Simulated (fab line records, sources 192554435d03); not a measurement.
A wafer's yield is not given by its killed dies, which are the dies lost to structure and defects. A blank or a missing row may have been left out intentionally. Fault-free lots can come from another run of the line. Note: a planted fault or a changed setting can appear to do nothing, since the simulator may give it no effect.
3 desks, one fault ; flow n5_finfet ; only its own numbers are on each desk; what lay behind them is given at the end

## AT THE TOOL OWNER'S DESK: cvd_co-02
The tool's own readings at N5_BEOL_M4_PRE_CLEAN_60 (time 15 s): means of the sampled wafers that have a number, for each lot that ran on this tool. A lot is out of limits, marked OUT, if its mean lies more than 4 standard deviations from the usual mean; the brackets give that distance.
Columns: A = heater_power_w at N5_BEOL_M4_PRE_CLEAN_60, usual 91 W
lot;first seen here;A
L880;day 9 23:37;91
L881;day 11 01:23;90
L887;day 13 03:46;94
L892;day 13 20:04;91
This desk found nothing out of limits on any of the 4 lots.

## THE DEFECT DESK
Counts from the inspections along the route, per lot, as means over the sampled wafers that have a number. A lot is out of limits, marked OUT, if its mean lies more than 4 standard deviations from the usual mean; the brackets give that distance.
Columns: A = raw_defect_count at N5_BEOL_M4_INSPECT_59, usual 75; B = raw_defect_count at N5_BEOL_M5_INSPECT_13, usual 415
lot;first seen here;A;B
L880;day 9 23:52;38;298
L881;day 11 01:38;85;477
L887;day 13 04:01;884 (+30) OUT;1120 (+7.1) OUT
L890;day 13 09:53;47;327
L892;day 13 20:18;797 (+27) OUT;1097 (+6.8) OUT
L894;day 14 01:38;51;308
L896;day 14 10:25;78;434
L898;day 14 21:41;104;420
L899;day 16 01:29;70;320
This desk's finding: out of limits on L887, L892; first on L887, day 13 04:01 (raw_defect_count at N5_BEOL_M4_INSPECT_59). Within limits: L880, L881, L890, L894, L896, L898, L899.

## THE METROLOGY DESK
Means of the sampled wafers that have a number, per lot and without regard to the tool the lot ran on: this is what the gauges read. A lot is out of limits, marked OUT, if its mean lies more than 4 standard deviations from the usual mean; the brackets give that distance. Of its 10 readings 7 are shown: those that lie furthest out on some lot.
Columns: A = DIBL_N at N5_BEOL_M4_RC_MEAS_101, usual 36.0 mV/V; B = DIBL_P at N5_BEOL_M4_RC_MEAS_101, usual 35.6 mV/V; C = IOFF_N at N5_BEOL_M4_RC_MEAS_101, usual 0.15 nA/um; D = ION_P at N5_BEOL_M4_RC_MEAS_101, usual 455 uA/um; E = SS_N at N5_BEOL_M4_RC_MEAS_101, usual 71.5 mV/dec; F = SS_P at N5_BEOL_M4_RC_MEAS_101, usual 73.4 mV/dec; G = VT_P at N5_BEOL_M4_RC_MEAS_101, usual -253 mV
lot;first seen here;A;B;C;D;E;F;G
L880;day 9 23:53;37.5;36.2;0.18;460;71.6;73.7;-251
L881;day 11 01:40;35.6;35.5;0.15;449;72.2;73.1;-252
L887;day 13 04:21;33.7;32.0;0.12;452;70.7;73.0;-255
L890;day 13 09:55;36.9;36.4;0.15;461;70.8;73.3;-250
L892;day 13 20:47;34.7;35.3;0.14;455;71.1;73.1;-251
L894;day 14 01:58;38.9;38.4;0.19;462;72.0;74.2;-252
L896;day 14 10:26;35.6;35.0;0.14;454;71.9;73.8;-253
L898;day 14 21:43;34.1;35.4;0.13;445;71.4;73.6;-261
L899;day 16 01:31;35.4;34.6;0.14;460;71.2;73.6;-250
This desk found nothing out of limits on any of the 9 lots.

## PUT TOGETHER
The defect desk could have raised an alarm at day 13 04:01, on L887, L892.
Nothing out of limits was seen by the tool owner's desk.
From the metrology desk's view, nothing was out of limits.
Tool owner's desk: L887, L892 on record, inside its limits.
The metrology desk has L887, L892 on record, within its limits.
N5_BEOL_M4_PRE_CLEAN_60 was run on cvd_co-02 by each of the lots named.

## WHAT THE SIMULATOR HAD INSERTED
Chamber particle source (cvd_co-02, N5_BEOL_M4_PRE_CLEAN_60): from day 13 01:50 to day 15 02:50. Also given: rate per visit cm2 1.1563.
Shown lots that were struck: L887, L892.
Hours from the fault's start to each desk's first reading out of limits: the defect desk, 2.
